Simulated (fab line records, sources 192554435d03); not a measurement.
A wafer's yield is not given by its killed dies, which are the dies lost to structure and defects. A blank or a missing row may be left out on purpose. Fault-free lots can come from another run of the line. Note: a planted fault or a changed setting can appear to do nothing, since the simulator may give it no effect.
fab line records	flow n5_finfet
record lots=5	wafers=15	last_day=17
route steps=1938 shown BEOL_M4@1081
lots that met no fault: taken from a fault-free run of the same line
start_h: the number of hours between the record's first day and the start of the first shown wafer of the lot	wait_h: how many hours have passed since the lot's step before this one	" same as the row above	L1.1+2: a single row standing in for several wafers	- no value present, or no start provided	* or withheld: withheld	< > ~ a bound
route shown NAME@n: NAME is a module with steps in the file, n the number in the route of the first one	usual: mean/standard deviation of fault-free wafers	same: alike in all rows	chamber/n: place in a boat	sites: per-site readings	_std_site: standard deviation across them	_edge_site: outer sites' mean less inner sites'	radius_mm: for every site, how far away it sits from the centre of the wafer	mask NAME#n: copy n	behind: the last tool/chamber to shape the wafer	hold: why the lot went on hold/how many hours it stayed there/how the hold came to an end	device: the transistor (n, p or np) that didn't switch	end of line: the route-end tests of the same wafers	step lacking rows: just its recipe	killed: dies lost to structure and defects at the first sort, not the wafer's yield	map: per-die view of a wafer (x killed, . not killed, _ where there is no die)
set.NAME: the setting as run; set.NAME@STEP: as run at that earlier step	model.NAME: the simulator's own value behind a step, which no gauge read
lots seen at some steps along the route; tables by step, rows by wafer
services: a tool's chamber out of use, with start hour (start_h, from the record's first day; less than 0 if before it), hours out, and reason
## steps
# step N5_BEOL_M4_ALD_84
# recipe material=TaN	target_thk_a=*	temp_c=275	ald_precursor_family=PDMAT	ald_co_reactant=NH3	pressure_torr=3	carrier_flow_sccm=1500	pulse_time_s=2	purge_time_s=3	co_reactant_purge_time_s=2	co_reactant_pulse_time_s=3	ald_cycles=30	precursor_vessel_temp_c=75	precursor_vessel_pressure_torr=26.25	precursor_vessel_carrier_sccm=1000
# usual heater_power_w=408/39
# same co_reactant_pulse_time_s=3
lot.wafer	tool	chamber	start_h	wait_h	heater_power_w
L076.1	ald_metal-03	2	174.55	0.0	423
L076.5	"	1	"	"	412
L076.6	"	2	"	"	427
L078.2	ald_metal-02	1	190.00	0.0	430
L078.3	"	3	"	"	356
L078.5	"	2	"	"	411
L081.1	ald_metal-01	0	204.98	0.1	391
L081.4	"	0	"	"	394
L081.6	"	0	"	"	394
L087.2	ald_metal-02	3	246.65	0.0	362
L087.3	"	2	"	"	405
L087.4	"	1	"	"	428
L095.1	ald_metal-02	3	290.92	0.0	347
L095.5	"	1	"	"	429
L095.6	"	2	"	"	412
# step N5_BEOL_M4_SURFACE_TREAT_85
# recipe gas=Ar	time_s=*	ion_energy_ev=*	ion_current_ma_cm2=0.5	pressure_mtorr=*	ar_flow_sccm=30
# usual ar_flow_sccm=29.98/0.086	throttle_valve_pct=*
lot.wafer	tool	chamber	start_h	wait_h	ar_flow_sccm	throttle_valve_pct
L076.1	pvd_sputter-02	-	174.81	0.2	30.18	*
L076.5	"	-	"	"	29.97	*
L076.6	"	-	"	"	29.97	*
L078.2	pvd_sputter-01	-	190.27	0.2	29.95	*
L078.3	"	-	"	"	29.98	*
L078.5	"	-	"	"	29.83	*
L081.1	pvd_sputter-03	-	205.42	0.3	29.93	*
L081.4	"	-	"	"	30.13	*
L081.6	"	-	"	"	29.95	*
L087.2	pvd_sputter-03	-	246.88	0.1	30.10	*
L087.3	"	-	"	"	30.02	*
L087.4	"	-	"	"	30.10	*
L095.1	pvd_sputter-01	-	291.32	0.3	29.97	*
L095.5	"	-	"	"	30.02	*
L095.6	"	-	"	"	29.95	*
# step N5_BEOL_M4_CVD_47
# recipe material=Co	target_thk_a=30	temp_c=withheld	precursor=CCTBA/H2	pressure_torr=30	time_s=223.8
lot.wafer	tool	chamber	start_h	wait_h
L076.1+5+6	cvd_co-01	1,1,0	174.87	0.0
L078.2+3+5	cvd_co-01	2,0,1	190.33	0.0
L081.1+4+6	cvd_co-02	0,0,2	205.70	0.3
L087.2+3+4	cvd_co-02	0,2,1	246.94	0.0
L095.1+5+6	cvd_co-02	2,1,2	291.40	0.1
# step N5_BEOL_M4_SPUTTER_48
# recipe material=Cu	target_thk_a=45	temp_c=-20	chamber_pressure_pa=0.07	power_w=withheld	time_s=8.29
# usual throttle_valve_pct=30.1/1.1
lot.wafer	tool	chamber	start_h	wait_h	throttle_valve_pct
L076.1	pvd_sputter-01	-	175.04	0.1	29.8
L076.5	"	-	"	"	28.8
L076.6	"	-	"	"	30.8
L078.2	pvd_sputter-03	-	190.48	0.1	29.4
L078.3	"	-	"	"	30.3
L078.5	"	-	"	"	29.9
L081.1	pvd_sputter-02	-	205.95	0.2	31.2
L081.4	"	-	"	"	29.7
L081.6	"	-	"	"	31.1
L087.2	pvd_sputter-03	-	247.28	0.3	29.9
L087.3	"	-	"	"	30.4
L087.4	"	-	"	"	30.8
L095.1	pvd_sputter-01	-	291.61	0.1	30.7
L095.5	"	-	"	"	29.8
L095.6	"	-	"	"	31.3
# step N5_BEOL_M4_ANNEAL_49
# recipe temp_c=400	time_s=240	ambient=vacuum
# usual heater_power_w=851/69
lot.wafer	tool	chamber	start_h	wait_h	heater_power_w
L076.1	pvd_sputter-01	-	175.12	0.0	782
L076.5	"	-	"	"	809
L076.6	"	-	"	"	765
L078.2	pvd_sputter-03	-	190.56	0.0	829
L078.3	"	-	"	"	820
L078.5	"	-	"	"	819
L081.1	pvd_sputter-02	-	206.03	0.0	867
L081.4	"	-	"	"	806
L081.6	"	-	"	"	895
L087.2	pvd_sputter-03	-	247.36	0.0	803
L087.3	"	-	"	"	834
L087.4	"	-	"	"	894
L095.1	pvd_sputter-01	-	291.69	0.0	786
L095.5	"	-	"	"	789
L095.6	"	-	"	"	846
# step N5_BEOL_M4_SPUTTER_79
# recipe material=Cu	target_thk_a=45	temp_c=-20	chamber_pressure_pa=0.07	power_w=withheld	time_s=8.29
# usual throttle_valve_pct=30.1/1.1
lot.wafer	tool	chamber	start_h	wait_h	throttle_valve_pct
L076.1	pvd_sputter-01	-	175.26	0.1	29.6
L076.5	"	-	"	"	28.5
L076.6	"	-	"	"	31.0
L078.2	pvd_sputter-03	-	190.70	0.1	29.9
L078.3	"	-	"	"	30.5
L078.5	"	-	"	"	30.0
L081.1	pvd_sputter-02	-	206.17	0.1	31.1
L081.4	"	-	"	"	30.0
L081.6	"	-	"	"	31.0
L087.2	pvd_sputter-03	-	247.50	0.1	29.9
L087.3	"	-	"	"	30.4
L087.4	"	-	"	"	31.2
L095.1	pvd_sputter-01	-	291.83	0.1	30.8
L095.5	"	-	"	"	29.8
L095.6	"	-	"	"	31.6
# step N5_BEOL_M4_ANNEAL_80
# recipe temp_c=400	time_s=240	ambient=vacuum
# usual heater_power_w=850/68
lot.wafer	tool	chamber	start_h	wait_h	heater_power_w
L076.1	pvd_sputter-01	-	175.34	0.0	796
L076.5	"	-	"	"	814
L076.6	"	-	"	"	773
L078.2	pvd_sputter-03	-	190.78	0.0	807
L078.3	"	-	"	"	816
L078.5	"	-	"	"	806
L081.1	pvd_sputter-02	-	206.25	0.0	834
L081.4	"	-	"	"	838
L081.6	"	-	"	"	907
L087.2	pvd_sputter-03	-	247.58	0.0	799
L087.3	"	-	"	"	823
L087.4	"	-	"	"	872
L095.1	pvd_sputter-01	-	291.91	0.0	773
L095.5	"	-	"	"	791
L095.6	"	-	"	"	832
# step N5_BEOL_M4_SPUTTER_81
# recipe material=Cu	target_thk_a=45	temp_c=-20	chamber_pressure_pa=0.07	power_w=withheld	time_s=8.29
# usual throttle_valve_pct=30.1/1.1
lot.wafer	tool	chamber	start_h	wait_h	throttle_valve_pct
L076.1	pvd_sputter-01	-	175.48	0.1	29.9
L076.5	"	-	"	"	28.6
L076.6	"	-	"	"	30.8
L078.2	pvd_sputter-03	-	190.92	0.1	30.0
L078.3	"	-	"	"	30.6
L078.5	"	-	"	"	29.9
L081.1	pvd_sputter-02	-	206.39	0.1	30.8
L081.4	"	-	"	"	29.9
L081.6	"	-	"	"	31.3
L087.2	pvd_sputter-03	-	247.72	0.1	29.6
L087.3	"	-	"	"	30.7
L087.4	"	-	"	"	31.0
L095.1	pvd_sputter-01	-	292.05	0.1	31.0
L095.5	"	-	"	"	29.8
L095.6	"	-	"	"	31.7
# step N5_BEOL_M4_ANNEAL_82
# recipe temp_c=400	time_s=240	ambient=vacuum
# usual heater_power_w=850/69
lot.wafer	tool	chamber	start_h	wait_h	heater_power_w
L076.1	pvd_sputter-01	-	175.56	0.0	763
L076.5	"	-	"	"	816
L076.6	"	-	"	"	752
L078.2	pvd_sputter-03	-	191.00	0.0	824
L078.3	"	-	"	"	824
L078.5	"	-	"	"	844
L081.1	pvd_sputter-02	-	206.47	0.0	840
L081.4	"	-	"	"	843
L081.6	"	-	"	"	871
L087.2	pvd_sputter-03	-	247.80	0.0	798
L087.3	"	-	"	"	819
L087.4	"	-	"	"	868
L095.1	pvd_sputter-01	-	292.13	0.0	768
L095.5	"	-	"	"	783
L095.6	"	-	"	"	827
# step N5_BEOL_M4_SPUTTER_86
# recipe material=Cu	target_thk_a=45	temp_c=-20	chamber_pressure_pa=0.07	power_w=withheld	time_s=8.29
# usual throttle_valve_pct=30.1/1.1
lot.wafer	tool	chamber	start_h	wait_h	throttle_valve_pct
L076.1	pvd_sputter-01	-	175.70	0.1	29.7
L076.5	"	-	"	"	28.8
L076.6	"	-	"	"	30.9
L078.2	pvd_sputter-03	-	191.14	0.1	30.0
L078.3	"	-	"	"	30.8
L078.5	"	-	"	"	29.9
L081.1	pvd_sputter-02	-	206.61	0.1	31.2
L081.4	"	-	"	"	29.8
L081.6	"	-	"	"	31.0
L087.2	pvd_sputter-03	-	247.94	0.1	29.6
L087.3	"	-	"	"	30.2
L087.4	"	-	"	"	31.0
L095.1	pvd_sputter-01	-	292.27	0.1	30.9
L095.5	"	-	"	"	29.7
L095.6	"	-	"	"	31.6
# step N5_BEOL_M4_ANNEAL_87
# recipe temp_c=400	time_s=240	ambient=vacuum
# usual heater_power_w=850/67
lot.wafer	tool	chamber	start_h	wait_h	heater_power_w
L076.1	pvd_sputter-01	-	175.78	0.0	811
L076.5	"	-	"	"	827
L076.6	"	-	"	"	764
L078.2	pvd_sputter-03	-	191.22	0.0	826
L078.3	"	-	"	"	818
L078.5	"	-	"	"	815
L081.1	pvd_sputter-02	-	206.69	0.0	839
L081.4	"	-	"	"	803
L081.6	"	-	"	"	893
L087.2	pvd_sputter-03	-	248.02	0.0	809
L087.3	"	-	"	"	811
L087.4	"	-	"	"	880
L095.1	pvd_sputter-01	-	292.35	0.0	787
L095.5	"	-	"	"	795
L095.6	"	-	"	"	833
# step N5_BEOL_M4_SPUTTER_88
# recipe material=Cu	target_thk_a=45	temp_c=-20	chamber_pressure_pa=0.07	power_w=withheld	time_s=8.29
# usual throttle_valve_pct=30.2/1.1
lot.wafer	tool	chamber	start_h	wait_h	throttle_valve_pct
L076.1	pvd_sputter-01	-	175.92	0.1	29.7
L076.5	"	-	"	"	28.4
L076.6	"	-	"	"	31.2
L078.2	pvd_sputter-03	-	191.36	0.1	29.9
L078.3	"	-	"	"	30.6
L078.5	"	-	"	"	30.1
L081.1	pvd_sputter-02	-	206.83	0.1	31.2
L081.4	"	-	"	"	29.8
L081.6	"	-	"	"	31.3
L087.2	pvd_sputter-03	-	248.16	0.1	29.7
L087.3	"	-	"	"	30.5
L087.4	"	-	"	"	31.0
L095.1	pvd_sputter-01	-	292.49	0.1	31.0
L095.5	"	-	"	"	29.6
L095.6	"	-	"	"	31.3
# step N5_BEOL_M4_ANNEAL_89
# recipe temp_c=400	time_s=240	ambient=vacuum
# usual heater_power_w=850/70
lot.wafer	tool	chamber	start_h	wait_h	heater_power_w
L076.1	pvd_sputter-01	-	176.00	0.0	805
L076.5	"	-	"	"	833
L076.6	"	-	"	"	775
L078.2	pvd_sputter-03	-	191.44	0.0	795
L078.3	"	-	"	"	826
L078.5	"	-	"	"	804
L081.1	pvd_sputter-02	-	206.91	0.0	872
L081.4	"	-	"	"	823
L081.6	"	-	"	"	883
L087.2	pvd_sputter-03	-	248.24	0.0	811
L087.3	"	-	"	"	841
L087.4	"	-	"	"	904
L095.1	pvd_sputter-01	-	292.57	0.0	783
L095.5	"	-	"	"	807
L095.6	"	-	"	"	826
# step N5_BEOL_M4_SPUTTER_90
# recipe material=Cu	target_thk_a=45	temp_c=-20	chamber_pressure_pa=0.07	power_w=withheld	time_s=8.29
# usual throttle_valve_pct=30.1/1.1
lot.wafer	tool	chamber	start_h	wait_h	throttle_valve_pct
L076.1	pvd_sputter-01	-	176.14	0.1	29.6
L076.5	"	-	"	"	28.8
L076.6	"	-	"	"	30.8
L078.2	pvd_sputter-03	-	191.58	0.1	29.8
L078.3	"	-	"	"	30.4
L078.5	"	-	"	"	30.0
L081.1	pvd_sputter-02	-	207.05	0.1	31.0
L081.4	"	-	"	"	29.7
L081.6	"	-	"	"	31.0
L087.2	pvd_sputter-03	-	248.38	0.1	29.7
L087.3	"	-	"	"	30.5
L087.4	"	-	"	"	30.9
L095.1	pvd_sputter-01	-	292.71	0.1	30.9
L095.5	"	-	"	"	29.8
L095.6	"	-	"	"	31.5
# step N5_BEOL_M4_ANNEAL_91
# recipe temp_c=400	time_s=240	ambient=vacuum
# usual heater_power_w=850/71
lot.wafer	tool	chamber	start_h	wait_h	heater_power_w
L076.1	pvd_sputter-01	-	176.22	0.0	777
L076.5	"	-	"	"	786
L076.6	"	-	"	"	770
L078.2	pvd_sputter-03	-	191.66	0.0	824
L078.3	"	-	"	"	803
L078.5	"	-	"	"	828
L081.1	pvd_sputter-02	-	207.13	0.0	855
L081.4	"	-	"	"	802
L081.6	"	-	"	"	908
L087.2	pvd_sputter-03	-	248.46	0.0	794
L087.3	"	-	"	"	792
L087.4	"	-	"	"	912
L095.1	pvd_sputter-01	-	292.79	0.0	749
L095.5	"	-	"	"	798
L095.6	"	-	"	"	838
# step N5_BEOL_M4_SPUTTER_92
# recipe material=Cu	target_thk_a=45	temp_c=-20	chamber_pressure_pa=0.07	power_w=withheld	time_s=8.29
# usual throttle_valve_pct=30.1/1.1
lot.wafer	tool	chamber	start_h	wait_h	throttle_valve_pct
L076.1	pvd_sputter-01	-	176.36	0.1	30.0
L076.5	"	-	"	"	28.7
L076.6	"	-	"	"	30.9
L078.2	pvd_sputter-03	-	191.80	0.1	29.8
L078.3	"	-	"	"	30.7
L078.5	"	-	"	"	30.0
L081.1	pvd_sputter-02	-	207.27	0.1	31.1
L081.4	"	-	"	"	29.6
L081.6	"	-	"	"	31.1
L087.2	pvd_sputter-03	-	248.60	0.1	29.8
L087.3	"	-	"	"	30.7
L087.4	"	-	"	"	31.0
L095.1	pvd_sputter-01	-	292.93	0.1	30.8
L095.5	"	-	"	"	29.7
L095.6	"	-	"	"	31.5
# step N5_BEOL_M4_ANNEAL_93
# recipe temp_c=400	time_s=240	ambient=vacuum
# usual heater_power_w=850/70
lot.wafer	tool	chamber	start_h	wait_h	heater_power_w
L076.1	pvd_sputter-01	-	176.44	0.0	781
L076.5	"	-	"	"	811
L076.6	"	-	"	"	774
L078.2	pvd_sputter-03	-	191.88	0.0	794
L078.3	"	-	"	"	826
L078.5	"	-	"	"	816
L081.1	pvd_sputter-02	-	207.35	0.0	833
L081.4	"	-	"	"	807
L081.6	"	-	"	"	893
L087.2	pvd_sputter-03	-	248.68	0.0	808
L087.3	"	-	"	"	833
L087.4	"	-	"	"	876
L095.1	pvd_sputter-01	-	293.01	0.0	767
L095.5	"	-	"	"	784
L095.6	"	-	"	"	826
# step N5_BEOL_M4_SPUTTER_94
# recipe material=Cu	target_thk_a=45	temp_c=-20	chamber_pressure_pa=0.07	power_w=withheld	time_s=8.29
# usual throttle_valve_pct=30.2/1.1
lot.wafer	tool	chamber	start_h	wait_h	throttle_valve_pct
L076.1	pvd_sputter-01	-	176.58	0.1	29.9
L076.5	"	-	"	"	28.9
L076.6	"	-	"	"	30.9
L078.2	pvd_sputter-03	-	192.02	0.1	29.9
L078.3	"	-	"	"	30.6
L078.5	"	-	"	"	30.0
L081.1	pvd_sputter-02	-	207.49	0.1	31.4
L081.4	"	-	"	"	29.7
L081.6	"	-	"	"	31.0
L087.2	pvd_sputter-03	-	248.82	0.1	29.9
L087.3	"	-	"	"	30.4
L087.4	"	-	"	"	31.1
L095.1	pvd_sputter-01	-	293.15	0.1	30.8
L095.5	"	-	"	"	29.7
L095.6	"	-	"	"	31.7
# step N5_BEOL_M4_ANNEAL_95
# recipe temp_c=400	time_s=240	ambient=vacuum
# usual heater_power_w=851/69
lot.wafer	tool	chamber	start_h	wait_h	heater_power_w
L076.1	pvd_sputter-01	-	176.66	0.0	789
L076.5	"	-	"	"	818
L076.6	"	-	"	"	738
L078.2	pvd_sputter-03	-	192.10	0.0	799
L078.3	"	-	"	"	810
L078.5	"	-	"	"	813
L081.1	pvd_sputter-02	-	207.57	0.0	836
L081.4	"	-	"	"	836
L081.6	"	-	"	"	903
L087.2	pvd_sputter-03	-	248.90	0.0	806
L087.3	"	-	"	"	820
L087.4	"	-	"	"	894
L095.1	pvd_sputter-01	-	293.23	0.0	765
L095.5	"	-	"	"	812
L095.6	"	-	"	"	850
# step N5_BEOL_M4_SPUTTER_96
# recipe material=Cu	target_thk_a=45	temp_c=-20	chamber_pressure_pa=0.07	power_w=withheld	time_s=8.29
# usual throttle_valve_pct=30.1/1.1
lot.wafer	tool	chamber	start_h	wait_h	throttle_valve_pct
L076.1	pvd_sputter-01	-	176.80	0.1	29.9
L076.5	"	-	"	"	28.6
L076.6	"	-	"	"	30.9
L078.2	pvd_sputter-03	-	192.24	0.1	30.0
L078.3	"	-	"	"	30.5
L078.5	"	-	"	"	29.7
L081.1	pvd_sputter-02	-	207.71	0.1	30.9
L081.4	"	-	"	"	29.5
L081.6	"	-	"	"	31.1
L087.2	pvd_sputter-03	-	249.04	0.1	29.8
L087.3	"	-	"	"	30.6
L087.4	"	-	"	"	31.0
L095.1	pvd_sputter-01	-	293.37	0.1	30.8
L095.5	"	-	"	"	30.1
L095.6	"	-	"	"	31.6
# step N5_BEOL_M4_ECD_50
# recipe material=Cu	target_thk_a=3000
lot.wafer	tool	chamber	start_h	wait_h
L076.1+5+6	ecd_cu-01	0,0,1	176.92	0.1
L078.2+3+5	ecd_cu-01	0,1,0	192.36	0.1
L081.1+4+6	ecd_cu-02	1,0,1	207.83	0.1
L087.2+3+4	ecd_cu-02	0,1,0	249.15	0.1
L095.1+5+6	ecd_cu-02	0,1,0	293.49	0.1
# step N5_BEOL_M4_ANNEAL_51
# recipe temp_c=225	time_s=90	ambient=N2
# usual wafer_temp_C_max=226.4/0.42
lot.wafer	tool	chamber	start_h	wait_h	wafer_temp_C_max
L076.1	rtp_anneal-01	0	177.01	0.1	227.1
L076.5	"	0	"	"	226.5
L076.6	"	0	"	"	226.6
L078.2	rtp_anneal-02	0	192.49	0.1	225.9
L078.3	"	0	"	"	225.9
L078.5	"	0	"	"	225.7
L081.1	rtp_anneal-01	0	207.91	0.1	227.2
L081.4	"	0	"	"	226.9
L081.6	"	0	"	"	227.3
L087.2	rtp_anneal-02	0	249.28	0.1	226.0
L087.3	"	0	"	"	226.1
L087.4	"	0	"	"	226.2
L095.1	rtp_anneal-02	0	293.76	0.3	226.2
L095.5	"	0	"	"	226.2
L095.6	"	0	"	"	226.1
# step N5_BEOL_M4_CMP_52
# recipe stop_on=SiOC	t_overpolish_s=6.8	down_force_psi=1	platen_rpm=50	clearing_platen_down_force_psi=1.5	clearing_platen_rpm=50	post_cmp_clean=cu_alkaline	target_thk_nm=40	clearing_platen_pad_velocity_m_s=0.99484	pad_velocity_m_s=0.99484
# usual barrier_field_endpoint_s=24.6/0.6	motor_current_A=5.9/0.65	overpolish_run_s=6.800/0.0095	time_to_endpoint_s=62.2/2.4
# same t_overpolish_s=6.8
lot.wafer	tool	chamber	start_h	wait_h	barrier_field_endpoint_s	motor_current_A	overpolish_run_s	time_to_endpoint_s
L076.1	cmp-03	0	177.42	0.4	24.1	5.7	6.796	62.5
L076.6	"	1	"	"	24.7	5.5	6.792	63.3
L076.5	"	2	"	"	24.7	6.3	6.810	65.0
L078.3	cmp-02	1	192.81	0.2	24.6	6.7	6.803	59.0
L078.2	"	2	"	"	25.7	4.7	6.789	62.4
L078.5	"	3	"	"	26.1	6.3	6.804	63.4
L081.1	cmp-02	2	208.21	0.3	24.8	4.8	6.808	61.1
L081.4	"	0	"	"	26.0	5.6	6.790	65.1
L081.6	"	2	"	"	24.2	5.0	6.799	61.7
L087.4	cmp-03	2	249.53	0.1	24.7	6.0	6.816	60.3
L087.2	"	3	"	"	23.8	7.6	6.795	64.1
L087.3	"	0	"	"	24.7	5.9	6.796	62.9
L095.1	cmp-03	3	294.17	0.4	23.9	7.3	6.806	59.5
L095.6	"	0	"	"	24.2	5.9	6.816	62.6
L095.5	"	1	"	"	24.9	5.1	6.787	68.6
# step N5_BEOL_M4_THK_MEAS_53
# recipe thk_meas_gauge=xrf	reads=Cu_of_BEOL_M4_ECD_50
# usual M4_THK=39.6/1.6
lot.wafer	tool	chamber	start_h	wait_h	M4_THK[nm]
L076.1	film_metro-02	-	177.60	-	42.2
L076.5	"	-	"	"	40.6
L076.6	"	-	"	"	41.6
L078.2	film_metro-01	-	193.03	-	38.5
L078.3	"	-	"	"	38.5
L078.5	"	-	"	"	40.4
L081.1	film_metro-01	-	208.50	-	40.2
L081.4	"	-	"	"	38.0
L081.6	"	-	"	"	37.6
L087.2	film_metro-02	-	249.82	-	39.9
L087.3	"	-	"	"	40.0
L087.4	"	-	"	"	40.6
L095.1	film_metro-01	-	294.35	-	40.5
L095.5	"	-	"	"	39.3
L095.6	"	-	"	"	39.2
# step N5_BEOL_M4_PRE_CLEAN_60
# recipe gas=NH3/H2	time_s=15	temp_c=*	rf_power_w=300
# usual heater_power_w=88/32
lot.wafer	tool	chamber	start_h	wait_h	heater_power_w
L076.1	cvd_co-01	0	177.64	0.0	102
L076.5	"	2	"	"	45
L076.6	"	0	"	"	103
L078.2	cvd_co-01	0	193.07	0.0	102
L078.3	"	1	"	"	105
L078.5	"	1	"	"	101
L081.1	cvd_co-01	1	208.54	0.0	102
L081.4	"	0	"	"	102
L081.6	"	1	"	"	104
L087.2	cvd_co-01	2	249.86	0.0	45
L087.3	"	0	"	"	104
L087.4	"	2	"	"	44
L095.1	cvd_co-01	2	294.39	0.0	44
L095.5	"	2	"	"	45
L095.6	"	1	"	"	104
# step N5_BEOL_M4_CO_CAP_55
# recipe material=Co	target_thk_a=20	temp_c=200	precursor=CCTBA/H2	pressure_torr=30	time_s=102.1
# usual heater_power_w=240/40
lot.wafer	tool	chamber	start_h	wait_h	heater_power_w
L076.1	cvd_co-01	0	177.68	0.0	253
L076.5	"	2	"	"	184
L076.6	"	0	"	"	257
L078.2	cvd_co-01	0	193.11	0.0	258
L078.3	"	1	"	"	260
L078.5	"	1	"	"	258
L081.1	cvd_co-01	1	208.58	0.0	268
L081.4	"	0	"	"	261
L081.6	"	1	"	"	269
L087.2	cvd_co-01	2	249.90	0.0	187
L087.3	"	0	"	"	254
L087.4	"	2	"	"	187
L095.1	cvd_co-01	2	294.43	0.0	184
L095.5	"	2	"	"	186
L095.6	"	1	"	"	264
# step N5_BEOL_M4_PRE_CLEAN_56
# recipe gas=NH3	time_s=15	temp_c=withheld	rf_power_w=300
lot.wafer	tool	chamber	start_h	wait_h
L076.1+5+6	pecvd-04	2,0,2	177.77	0.1
L078.2+3+5	pecvd-03	2,0,2	193.20	0.1
L081.1+4+6	pecvd-03	2,0,1	208.67	0.1
L087.2+3+4	pecvd-02	0,0,1	249.99	0.1
L095.1+5+6	pecvd-04	0,0,1	294.52	0.1
# step N5_BEOL_M4_DEP_57
# recipe material=SiCN	target_thk_a=80	temp_c=withheld	precursor=3MS/NH3	pressure_torr=3	rf_w=202	time_s=14
# usual showerhead_plenum_p_Torr=3.671/0.017	throttle_valve_pct=8.9/0.3
lot.wafer	tool	chamber	start_h	wait_h	showerhead_plenum_p_Torr	throttle_valve_pct
L076.1	pecvd-04	2	177.79	0.0	3.669	8.8
L076.5	"	0	"	"	3.669	8.9
L076.6	"	2	"	"	3.672	8.8
L078.2	pecvd-03	2	193.23	0.0	3.693	9.0
L078.3	"	0	"	"	3.691	8.8
L078.5	"	2	"	"	3.688	8.8
L081.1	pecvd-03	2	208.70	0.0	3.699	8.9
L081.4	"	0	"	"	3.681	8.8
L081.6	"	1	"	"	3.677	8.8
L087.2	pecvd-02	0	250.03	0.0	3.651	8.9
L087.3	"	0	"	"	3.640	8.8
L087.4	"	1	"	"	3.649	8.9
L095.1	pecvd-04	0	294.54	0.0	3.667	8.9
L095.5	"	0	"	"	3.670	9.1
L095.6	"	1	"	"	3.692	9.8
# step N5_BEOL_M4_RS_MEAS_58
# recipe thk_meas_gauge=four-point-probe	reads=Co_of_BEOL_M4_CO_CAP_55+Cu_of_BEOL_M4_ECD_50+Co_of_BEOL_M4_CVD_47+TaN_of_BEOL_M4_ALD_84
# usual M4_RS=0.68/0.033
lot.wafer	tool	chamber	start_h	wait_h	M4_RS[ohm/sq]
L076.1	film_metro-01	-	177.86	0.0	0.62
L076.5	"	-	"	"	0.66
L076.6	"	-	"	"	0.63
L078.2	film_metro-01	-	193.29	0.1	0.70
L078.3	"	-	"	"	0.69
L078.5	"	-	"	"	0.65
L081.1	film_metro-02	-	208.77	0.0	0.65
L081.4	"	-	"	"	0.70
L081.6	"	-	"	"	0.71
L087.2	film_metro-02	-	250.11	0.1	0.67
L087.3	"	-	"	"	0.67
L087.4	"	-	"	"	0.65
L095.1	film_metro-01	-	294.61	0.0	0.64
L095.5	"	-	"	"	0.67
L095.6	"	-	"	"	0.68
## services
tool	chamber	start_h	hours	kind
pecvd-04	2	157.25	1.7	repair
ald_metal-03	0	163.31	4.2	repair
pecvd-04	2	170.42	5.5	scheduled_down
ecd_cu-01	-	181.93	0.8	repair
pecvd-02	-	184.99	27.0	repair
ald_metal-01	2	189.20	28.2	repair
ald_metal-02	-	199.93	1.4	repair
ald_metal-01	-	203.70	0.3	repair
pecvd-03	1	218.40	5.5	scheduled_down
pecvd-03	0	224.32	5.5	scheduled_down
ald_metal-03	-	227.70	28.1	pm
ald_metal-02	-	229.87	1.3	repair
cvd_co-01	2	231.54	18.0	repair
pecvd-02	2	231.85	5.5	scheduled_down
cmp-02	-	235.02	4.0	pm
ald_metal-02	1	236.96	4.1	repair
cmp-02	-	239.02	-	consumable_replace:conditioner
cmp-02	-	239.02	-	consumable_replace:pad
ald_metal-03	0	269.45	8.5	repair
cvd_co-01	2	272.90	5.4	repair
cvd_co-02	-	276.61	2.8	pm
pvd_sputter-02	-	279.52	3.8	repair
cmp-02	-	288.05	1.8	repair
## key
fault none
